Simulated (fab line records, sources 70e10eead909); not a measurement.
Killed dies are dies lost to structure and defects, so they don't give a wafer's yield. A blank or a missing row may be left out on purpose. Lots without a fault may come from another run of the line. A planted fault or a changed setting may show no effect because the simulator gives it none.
Which tool did it? | flow nand_harc | 14 lots, 42 wafers sampled, at 5 steps of a route of 1302

WHAT THE GAUGES READ, wafer by wafer
NHARC_A_ONON_D1_THK_MEAS_14: measures by ellipsometry.
lot  | measured     | on            | thk_nm (nm)
L232 | day 7 00:32  | film_metro-01 | 1005 1003 1003
L233 | day 7 05:09  | film_metro-01 | 991 991 989
L234 | day 7 17:18  | film_metro-02 | 1004 1004 1004
L236 | day 8 12:04  | film_metro-01 | 998 1000 997
L237 | day 8 17:41  | film_metro-02 | 1004 1006 1007
L235 | day 9 06:04  | film_metro-01 | 996 996 997
L238 | day 9 13:34  | film_metro-02 | 1008 1008 1005
L239 | day 9 23:19  | film_metro-02 | 975 975 977
L245 | day 12 06:04 | film_metro-01 | 995 997 997
L244 | day 12 06:07 | film_metro-02 | 1002 1002 1003
L246 | day 12 19:40 | film_metro-02 | 1002 1003 1005
L249 | day 14 05:28 | film_metro-01 | 1005 1002 1004
L252 | day 15 00:41 | film_metro-01 | 993 994 995
L255 | day 16 06:11 | film_metro-02 | 998 997 994

NHARC_A_ONON_D1_THK_MEAS_24: measures by ellipsometry.
lot  | measured     | on            | thk_nm (nm)
L232 | day 7 11:07  | film_metro-01 | 1000 1000 1000
L233 | day 7 11:05  | film_metro-02 | 991 992 991
L234 | day 8 02:18  | film_metro-02 | 1015 1016 1016
L236 | day 8 20:57  | film_metro-02 | 995 994 994
L237 | day 9 04:44  | film_metro-02 | 988 988 986
L235 | day 9 14:43  | film_metro-02 | 1016 1013 1016
L238 | day 9 22:32  | film_metro-01 | 995 995 998
L239 | day 11 01:22 | film_metro-01 | 997 997 996
L245 | day 12 15:28 | film_metro-01 | 1008 1007 1008
L244 | day 12 15:28 | film_metro-02 | 1007 1006 1006
L246 | day 13 04:34 | film_metro-02 | 999 998 999
L249 | day 14 14:26 | film_metro-01 | 1002 1005 1003
L252 | day 15 09:53 | film_metro-02 | 1007 1003 1004
L255 | day 16 15:08 | film_metro-02 | 1013 1013 1014

NHARC_A_CHANNEL_HOLE_D1_INSPECT_12.
lot  | measured     | on                | raw_defect_count
L232 | day 7 15:38  | defect_inspect-02 | 8 8 9
L233 | day 7 15:29  | defect_inspect-02 | 4 8 7
L234 | day 8 18:19  | defect_inspect-01 | 6 4 1
L236 | day 9 01:52  | defect_inspect-02 | 6 12 4
L237 | day 9 09:16  | defect_inspect-01 | 10 8 4
L235 | day 9 22:34  | defect_inspect-01 | 5 2 9
L238 | day 10 05:33 | defect_inspect-02 | 5 11 6
L239 | day 11 07:32 | defect_inspect-01 | 6 7 6
L245 | day 12 20:36 | defect_inspect-01 | 4 7 5
L244 | day 12 20:24 | defect_inspect-01 | 10 5 9
L246 | day 13 11:49 | defect_inspect-02 | 5 3 3
L249 | day 14 18:56 | defect_inspect-02 | 5 2 4
L252 | day 15 14:25 | defect_inspect-02 | 3 4 2
L255 | day 16 20:23 | defect_inspect-02 | 3 6 6

NHARC_END_SORT_01.
lot  | measured     | on        | killed_at_array | killed_at_other | killed_at_periphery | killed_dies | killed_open | killed_short
L234 | day 26 02:20 | prober-02 | 668 674 671     | 5 1 2           | 4 2 4               | 677 677 677 | 6 6 5       | 2 3 1
L235 | day 26 18:41 | prober-02 | 663 667 668     | 1 1 0           | 13 9 9              | 677 677 677 | 3 6 5       | 4 2 4
L238 | day 26 09:37 | prober-01 | 674 677 677     | 1 0 0           | 2 0 0               | 677 677 677 | 3 5 4       | 3 1 3
L249 | day 30 13:56 | prober-01 | 73 72           | 0 0             | 3 5                 | 76 77       | 6 7         | 4 2

WHICH TOOL RAN EACH LOT (tool, then ch and the chambers of the sampled wafers, then the start)
lot  | NHARC_A_CHANNEL_HOLE_D1_DEP_00
L232 | acl_dep-01 ch 0, day 7 13:12
L233 | acl_dep-03 ch 0, day 7 13:28
L234 | acl_dep-02 ch 0, day 8 10:26
L236 | acl_dep-02 ch 0, day 8 23:06
L237 | acl_dep-02 ch 0, day 9 06:47
L235 | acl_dep-01 ch 0, day 9 18:20
L238 | acl_dep-03 ch 0, day 10 00:44
L239 | acl_dep-01 ch 0, day 11 04:46
L245 | acl_dep-01 ch 0, day 12 17:50
L244 | acl_dep-02 ch 0, day 12 17:58
L246 | acl_dep-02 ch 0, day 13 09:11
L249 | acl_dep-02 ch 0, day 14 16:11
L252 | acl_dep-03 ch 0, day 15 12:37
L255 | acl_dep-02 ch 0, day 16 17:40
- NHARC_A_CHANNEL_HOLE_D1_DEP_00: deposits aC, target thk 3100 nm.

WHAT THE TOOLS THEMSELVES READ (means of the sampled wafers that have a number; where no wafer has one, the mark that the record gives instead)
NHARC_A_CHANNEL_HOLE_D1_DEP_00.
lot  | tool       | throttle_valve_pct (%)
L232 | acl_dep-01 | 35.008
L233 | acl_dep-03 | 34.993
L234 | acl_dep-02 | 34.995
L236 | acl_dep-02 | 34.993
L237 | acl_dep-02 | 35.003
L235 | acl_dep-01 | 34.996
L238 | acl_dep-03 | 35.001
L239 | acl_dep-01 | 35.006
L245 | acl_dep-01 | 34.994
L244 | acl_dep-02 | 35.008
L246 | acl_dep-02 | 34.996
L249 | acl_dep-02 | 35.010
L252 | acl_dep-03 | 35.004
L255 | acl_dep-02 | 34.991

THE ANSWER, worked out from the rows above alone
Rule: what is usual is taken from the lots themselves. Put in order of their means at a reading, lots are off if they are a third of the lots or fewer, leave a main group of 4 or more, and stand apart from it by a gap of 3 or more times the standard deviation of the main group's means; of several such gaps the widest counts. A main group whose means are all the same, to the digits that the tables above print for the reading, isn't used. A lot without any number at a reading at which 4 lots or more have one is off too. The other lots that the step has rows for count as sound. The gauges are gone through in route order, then the tools' own readings, and for those a lot's mean is taken as printed above. The first step at which some lot is off is used, and at that step the reading that is off furthest; a lot without a number counts as furthest.
No lot is off at any reading shown: from this, nothing can be told.

WHAT THE SIMULATOR HAD PUT IN
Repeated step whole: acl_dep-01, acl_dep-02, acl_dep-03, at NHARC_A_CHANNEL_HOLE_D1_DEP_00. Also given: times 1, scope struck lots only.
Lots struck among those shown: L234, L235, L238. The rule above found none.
